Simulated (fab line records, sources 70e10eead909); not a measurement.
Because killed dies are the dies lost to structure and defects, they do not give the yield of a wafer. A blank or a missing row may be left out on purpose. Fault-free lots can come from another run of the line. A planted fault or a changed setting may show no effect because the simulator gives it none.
Which tool was responsible?	flow nand harc	42 wafers sampled from 14 lots at 1 step of a route of 1302

## WHAT EACH GAUGE READ, for each wafer
NHARC_A_M0_INSPECT_11. Usual: raw defect count 91, standard deviation 39.
lot	measured	on	raw defect count	flag
L332	day 22 20:59	defect inspect-01	56 83 57	
L333	day 23 12:41	defect inspect-01	54 68 58	
L341	day 26 05:12	defect inspect-01	117 143 146	
L342	day 27 08:31	defect inspect-02	113 129 98	
L343	day 27 12:44	defect inspect-02	43 43 48	
L344	day 28 01:29	defect inspect-01	20 33 25	
L345	day 28 07:25	defect inspect-02	154 154 126	
L350	day 30 13:05	defect inspect-02	93 95 105	
L349	day 30 14:52	defect inspect-01	91 85 72	
L352	day 30 19:29	defect inspect-02	63 78 76	
L351	day 30 21:24	defect inspect-01	121 131 120	
L353	day 31 12:41	defect inspect-02	100 91 68	
L354	day 32 03:55	defect inspect-01	131 143 156	
L355	day 33 03:37	defect inspect-02	135 147 141	

## EACH LOT AND THE TOOL THAT RAN IT (in order: tool; ch and the chambers of the sampled wafers; start)
Record: no process step prior to these readings.

## AS READ BY THE TOOLS THEMSELVES (means over the sampled wafers that have a number; for cases with no such wafer, the mark the record gives instead)
The record holds no such reading with a usual standard deviation.

## THE ANSWER, worked out from the rows above alone
Rule: lot off if the mean of its wafers having a number is beyond 3 standard deviations from the usual mean. A lot without any number at a reading at which 4 lots or more have one is off too. The other lots that the step has rows for count as sound. The gauges are gone through in route order, then the tools' own readings, and for those a lot's mean is taken as printed above. The first step at which some lot is off is used, and at that step the reading that is off furthest; a lot without a number counts as furthest.
None of the lots is off at any reading shown; this tells nothing.

## WHAT THE SIMULATOR PUT IN
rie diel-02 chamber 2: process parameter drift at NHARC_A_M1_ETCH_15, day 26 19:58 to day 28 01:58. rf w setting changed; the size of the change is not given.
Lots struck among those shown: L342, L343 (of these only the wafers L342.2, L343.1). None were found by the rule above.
